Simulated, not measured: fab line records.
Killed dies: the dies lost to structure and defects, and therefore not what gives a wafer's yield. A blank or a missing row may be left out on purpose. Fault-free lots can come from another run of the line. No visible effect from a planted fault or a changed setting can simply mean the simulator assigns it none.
Matching of chambers || flow n5Finfet || N5_BEOL_M1_ETCH_77 on rieDiel-05 has 4 sister chambers
The step etches underlayer in N2/H2, target depth 6.5 nm, time 5.2 s. 22 wafers are shown with their chamber, then 11 later ones without.

EACH WAFER AND ITS CHAMBER
{"wafer": "L076.1", "chamber": 0, "drypumpMotorCurrentA (A)": 5.51, "showerheadPlenumPTorr (Torr)": 2.62, "throttleValvePct (%)": 18.12}
{"wafer": "L076.2", "chamber": 3, "drypumpMotorCurrentA (A)": 5.98, "showerheadPlenumPTorr (Torr)": 2.61, "throttleValvePct (%)": 18.15}
{"wafer": "L076.6", "chamber": 1, "drypumpMotorCurrentA (A)": 5.77, "showerheadPlenumPTorr (Torr)": 2.66, "throttleValvePct (%)": 17.75}
{"wafer": "L078.1", "chamber": 3, "drypumpMotorCurrentA (A)": 5.98, "showerheadPlenumPTorr (Torr)": 2.60, "throttleValvePct (%)": 18.18}
{"wafer": "L078.2", "chamber": 0, "drypumpMotorCurrentA (A)": 5.47, "showerheadPlenumPTorr (Torr)": 2.62, "throttleValvePct (%)": 18.13}
{"wafer": "L078.4", "chamber": 2, "drypumpMotorCurrentA (A)": 5.33, "showerheadPlenumPTorr (Torr)": 2.50, "throttleValvePct (%)": 17.65}
{"wafer": "L082.2", "chamber": 1, "drypumpMotorCurrentA (A)": 5.78, "showerheadPlenumPTorr (Torr)": 2.65, "throttleValvePct (%)": 17.79}
{"wafer": "L082.4", "chamber": 0, "drypumpMotorCurrentA (A)": 5.52, "showerheadPlenumPTorr (Torr)": 2.62, "throttleValvePct (%)": 18.16}
{"wafer": "L082.5", "chamber": 3, "drypumpMotorCurrentA (A)": 5.96, "showerheadPlenumPTorr (Torr)": 2.60, "throttleValvePct (%)": 18.19}
{"wafer": "L086.1", "chamber": 1, "drypumpMotorCurrentA (A)": 5.77, "showerheadPlenumPTorr (Torr)": 2.65, "throttleValvePct (%)": 17.80}
{"wafer": "L086.3", "chamber": 3, "drypumpMotorCurrentA (A)": 5.93, "showerheadPlenumPTorr (Torr)": 2.60, "throttleValvePct (%)": 18.19}
{"wafer": "L086.5", "chamber": 1, "drypumpMotorCurrentA (A)": 5.75, "showerheadPlenumPTorr (Torr)": 2.65, "throttleValvePct (%)": 17.81}
{"wafer": "L088.1", "chamber": 1, "drypumpMotorCurrentA (A)": 5.74, "showerheadPlenumPTorr (Torr)": 2.65, "throttleValvePct (%)": 17.81}
{"wafer": "L088.3", "chamber": 0, "drypumpMotorCurrentA (A)": 5.48, "showerheadPlenumPTorr (Torr)": 2.61, "throttleValvePct (%)": 18.15}
{"wafer": "L088.4", "chamber": 2, "drypumpMotorCurrentA (A)": 5.33, "showerheadPlenumPTorr (Torr)": 2.49, "throttleValvePct (%)": 17.69}
{"wafer": "L090.1", "chamber": 3, "drypumpMotorCurrentA (A)": 5.95, "showerheadPlenumPTorr (Torr)": 2.60, "throttleValvePct (%)": 18.20}
{"wafer": "L090.2", "chamber": 2, "drypumpMotorCurrentA (A)": 5.32, "showerheadPlenumPTorr (Torr)": 2.49, "throttleValvePct (%)": 17.70}
{"wafer": "L090.4", "chamber": 1, "drypumpMotorCurrentA (A)": 5.75, "showerheadPlenumPTorr (Torr)": 2.65, "throttleValvePct (%)": 17.83}
{"wafer": "L091.4", "chamber": 2, "drypumpMotorCurrentA (A)": 5.33, "showerheadPlenumPTorr (Torr)": 2.49, "throttleValvePct (%)": 17.72}
{"wafer": "L091.5", "chamber": 1, "drypumpMotorCurrentA (A)": 5.76, "showerheadPlenumPTorr (Torr)": 2.64, "throttleValvePct (%)": 17.82}
{"wafer": "L091.6", "chamber": 0, "drypumpMotorCurrentA (A)": 5.50, "showerheadPlenumPTorr (Torr)": 2.61, "throttleValvePct (%)": 18.16}
{"wafer": "L092.1", "chamber": 2, "drypumpMotorCurrentA (A)": 5.35, "showerheadPlenumPTorr (Torr)": 2.49, "throttleValvePct (%)": 17.71}

SIGNATURES (means of the wafers above)
{"reading": "drypumpMotorCurrentA", "chamber 0": 5.4960, "chamber 1": 5.7600, "chamber 2": 5.3320, "chamber 3": 5.9600, "scatter within a chamber": 0.017}
{"reading": "showerheadPlenumPTorr", "chamber 0": 2.6160, "chamber 1": 2.6500, "chamber 2": 2.4920, "chamber 3": 2.6020, "scatter within a chamber": 0.00516}
{"reading": "throttleValvePct", "chamber 0": 18.1440, "chamber 1": 17.8014, "chamber 2": 17.6940, "chamber 3": 18.1820, "scatter within a chamber": 0.0233}
Rule: a wafer lies at a distance from a chamber equal to the root of the sum of squares, over the readings, of (its reading less the chamber's mean, divided by the reading's scatter). If the next closest chamber is less than 2 further off than the closest, the wafer can't be placed; otherwise it belongs to the closest. The scatter: the root of (the sum of the squares of (reading less its chamber's mean) over the shown wafers, divided by (wafers less chambers)).

WAFERS WITHOUT THEIR CHAMBER
{"wafer": "L092.3", "drypumpMotorCurrentA (A)": 5.51, "showerheadPlenumPTorr (Torr)": 2.61, "throttleValvePct (%)": 18.16}
{"wafer": "L092.4", "drypumpMotorCurrentA (A)": 5.80, "showerheadPlenumPTorr (Torr)": 2.64, "throttleValvePct (%)": 17.83}
{"wafer": "L094.1", "drypumpMotorCurrentA (A)": 5.33, "showerheadPlenumPTorr (Torr)": 2.48, "throttleValvePct (%)": 17.72}
{"wafer": "L094.3", "drypumpMotorCurrentA (A)": 5.78, "showerheadPlenumPTorr (Torr)": 2.64, "throttleValvePct (%)": 17.81}
{"wafer": "L094.5", "drypumpMotorCurrentA (A)": 5.34, "showerheadPlenumPTorr (Torr)": 2.48, "throttleValvePct (%)": 17.73}
{"wafer": "L095.4", "drypumpMotorCurrentA (A)": 5.33, "showerheadPlenumPTorr (Torr)": 2.48, "throttleValvePct (%)": 17.70}
{"wafer": "L095.5", "drypumpMotorCurrentA (A)": 5.77, "showerheadPlenumPTorr (Torr)": 2.64, "throttleValvePct (%)": 17.85}
{"wafer": "L095.6", "drypumpMotorCurrentA (A)": 5.33, "showerheadPlenumPTorr (Torr)": 2.48, "throttleValvePct (%)": 17.70}
{"wafer": "L097.2", "drypumpMotorCurrentA (A)": 5.77, "showerheadPlenumPTorr (Torr)": 2.64, "throttleValvePct (%)": 17.85}
{"wafer": "L097.3", "drypumpMotorCurrentA (A)": 5.33, "showerheadPlenumPTorr (Torr)": 2.48, "throttleValvePct (%)": 17.73}
{"wafer": "L097.5", "drypumpMotorCurrentA (A)": 5.77, "showerheadPlenumPTorr (Torr)": 2.64, "throttleValvePct (%)": 17.86}

WHICH CHAMBER EACH ONE RAN IN
{"wafer": "L092.3", "from the rows above": 0, "in truth": 0}
{"wafer": "L092.4", "from the rows above": 1, "in truth": 1}
{"wafer": "L094.1", "from the rows above": 2, "in truth": 2}
{"wafer": "L094.3", "from the rows above": 1, "in truth": 1}
{"wafer": "L094.5", "from the rows above": 2, "in truth": 2}
{"wafer": "L095.4", "from the rows above": 2, "in truth": 2}
{"wafer": "L095.5", "from the rows above": 1, "in truth": 1}
{"wafer": "L095.6", "from the rows above": 2, "in truth": 2}
{"wafer": "L097.2", "from the rows above": 1, "in truth": 1}
{"wafer": "L097.3", "from the rows above": 2, "in truth": 2}
{"wafer": "L097.5", "from the rows above": 1, "in truth": 1}
Correct placement for 11 of the 11. Not placeable from these rows: 0. Wrongly placed: 0.
